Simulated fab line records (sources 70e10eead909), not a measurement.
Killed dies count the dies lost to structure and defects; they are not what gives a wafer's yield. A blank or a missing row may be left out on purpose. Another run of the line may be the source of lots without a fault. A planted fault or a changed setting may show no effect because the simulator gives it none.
Which tool did it?    flow nand-harc    14 lots, 42 wafers sampled, at 5 steps of a route of 1302

WHAT EACH GAUGE READ, for each wafer
NHARC_THIN_TSV_CD_MEAS_33: the cd target is 5000 nm.
lot   measured      on         cd-nm (nm)
L717  day 24 08:04  cd-sem-01  5002.0 5004.2 5005.3
L716  day 24 16:17  cd-sem-02  5000.5 4996.9 5001.9
L719  day 25 15:03  cd-sem-02  5000.1 4997.3 5000.7
L720  day 25 22:53  cd-sem-01  4999.8 5002.7 5000.4
L722  day 26 15:50  cd-sem-03  5002.0 4999.4 5001.9
L721  day 26 14:52  cd-sem-02  4998.3 5002.8 5003.0
L724  day 27 20:18  cd-sem-02  5004.9 5000.7 5003.9
L728  day 28 09:20  cd-sem-01  5003.1 5002.4 5005.1
L725  day 28 08:18  cd-sem-01  4997.5 5000.7 4999.0
L731  day 29 22:13  cd-sem-01  4999.6 4998.0 5001.4
L734  day 31 07:09  cd-sem-03  5002.1 4999.7 5000.2
L735  day 31 15:12  cd-sem-03  4997.7 4995.4 4996.9
L737  day 32 09:49  cd-sem-01  5003.6 4997.8 4998.1
L738  day 32 22:41  cd-sem-03  4998.8 4997.6 4999.9

NHARC_THIN_TSV_CD_MEAS_37.
lot   measured      on         cd-nm (nm)
L717  day 24 09:30  cd-sem-03  5007 5003 5002
L716  day 24 17:43  cd-sem-01  4999 4996 4999
L719  day 25 16:30  cd-sem-03  4998 4996 5001
L720  day 26 00:20  cd-sem-01  5001 5003 5002
L722  day 26 17:16  cd-sem-02  4999 5004 5004
L721  day 26 16:23  cd-sem-01  4993 4996 4999
L724  day 27 21:44  cd-sem-01  5008 5001 5004
L728  day 28 10:52  cd-sem-02  5001 5002 5006
L725  day 28 09:44  cd-sem-02  4995 5000 4997
L731  day 29 23:40  cd-sem-02  5000 4998 4997
L734  day 31 08:36  cd-sem-02  5003 5001 4998
L735  day 31 16:39  cd-sem-02  4998 4992 4993
L737  day 32 11:16  cd-sem-02  5003 4992 4999
L738  day 33 00:08  cd-sem-01  4999 4996 4997

NHARC_END_SORT_01.
lot   measured      on         killed-at-array  killed-at-other  killed-at-periphery  killed-dies  killed-open  killed-short
L734  day 31 15:01  prober-01  152 160 129      0 2 0            0 0 1                152 162 130  0 3 3        0 1 1
L735  day 32 03:08  prober-01  147 124 147      1 0 1            4 1 0                152 125 148  5 2 3        4 3 0

WHICH TOOL RAN EACH LOT (tool, then ch and the chambers of the sampled wafers, then the start)
lot   NHARC_A_CONTACT_ETCH_121              NHARC_THIN_TSV_STRIP_45
L717  har-cap-etch-03 ch 0,1, day 21 21:01  plasma-asher-01 ch 0,1, day 24 03:10
L716  har-cap-etch-02 ch 1, day 21 22:12    plasma-asher-01 ch 0,1, day 24 11:33
L719  har-cap-etch-03 ch 0,1, day 23 04:51  plasma-asher-02 ch 0,1, day 25 10:11
L720  har-cap-etch-03 ch 0,1, day 23 10:44  plasma-asher-02 ch 0,1, day 25 18:13
L722  har-cap-etch-01 ch 0,1, day 24 01:13  plasma-asher-01 ch 0,1, day 26 11:07
L721  har-cap-etch-02 ch 0,1, day 24 01:25  plasma-asher-01 ch 0,1, day 26 09:56
L724  har-cap-etch-01 ch 1, day 25 06:52    plasma-asher-01 ch 0, day 27 15:24
L728  har-cap-etch-01 ch 0,1, day 25 20:49  plasma-asher-02 ch 0,1, day 28 04:37
L725  har-cap-etch-02 ch 0,1, day 25 22:22  plasma-asher-02 ch 0,1, day 28 03:26
L731  har-cap-etch-02 ch 0, day 27 14:29    plasma-asher-02 ch 0,1, day 29 17:30
L734  har-cap-etch-01 ch 0,1, day 28 19:23  plasma-asher-01 ch 0,1, day 31 02:14
L735  har-cap-etch-01 ch 0,1, day 29 07:32  plasma-asher-01 ch 0,1, day 31 10:19
L737  har-cap-etch-03 ch 0,1, day 30 02:19  plasma-asher-01 ch 0,1, day 32 04:46
L738  har-cap-etch-03 ch 0,1, day 30 15:34  plasma-asher-01 ch 0,1, day 32 17:44
- NHARC_A_CONTACT_ETCH_121: etches the open film in C4F8/O2/Ar, time 190 s, target depth 1850 nm.
- NHARC_THIN_TSV_STRIP_45: strips in O2.

AS READ BY THE TOOLS THEMSELVES (means over the sampled wafers that have a number; for cases with no such wafer, the mark the record gives instead)
NHARC_THIN_TSV_STRIP_45.
lot   tool             drypump-motor-current-A (A)  heater-power-w (W)
L717  plasma-asher-01  6.08                         347
L716  plasma-asher-01  6.10                         347
L719  plasma-asher-02  5.89                         303
L720  plasma-asher-02  6.01                         327
L722  plasma-asher-01  6.11                         347
L721  plasma-asher-01  6.09                         352
L724  plasma-asher-01  6.07                         352
L728  plasma-asher-02  6.00                         314
L725  plasma-asher-02  5.89                         292
L731  plasma-asher-02  5.91                         295
L734  plasma-asher-01  6.08                         351
L735  plasma-asher-01  6.09                         352
L737  plasma-asher-01  6.12                         353
L738  plasma-asher-01  6.10                         356

THE ANSWER, worked out from the rows above alone
Rule: the usual values come from the lots themselves. The widest of any qualifying gaps counts: lots, ordered by their means at a reading, are off when they make up no more than a third of the lots, leave a main group of 4 or more, and stand apart from it by 3 or more times the standard deviation of that group's means. Not used: any main group whose means are identical at the precision the tables above print for the reading. Also off: a lot with no number at a reading for which 4 or more lots have one. Any other lot the step has rows for is counted as sound. After the gauges, taken in route order, come the tools' own readings; for these a lot's mean is taken, as printed above. The first step at which some lot is off is used, and at that step the reading that is off furthest; a lot without a number counts as furthest.
No lot is off at any reading shown: from this, nothing can be told.

WHAT THE SIMULATOR HAD INSERTED
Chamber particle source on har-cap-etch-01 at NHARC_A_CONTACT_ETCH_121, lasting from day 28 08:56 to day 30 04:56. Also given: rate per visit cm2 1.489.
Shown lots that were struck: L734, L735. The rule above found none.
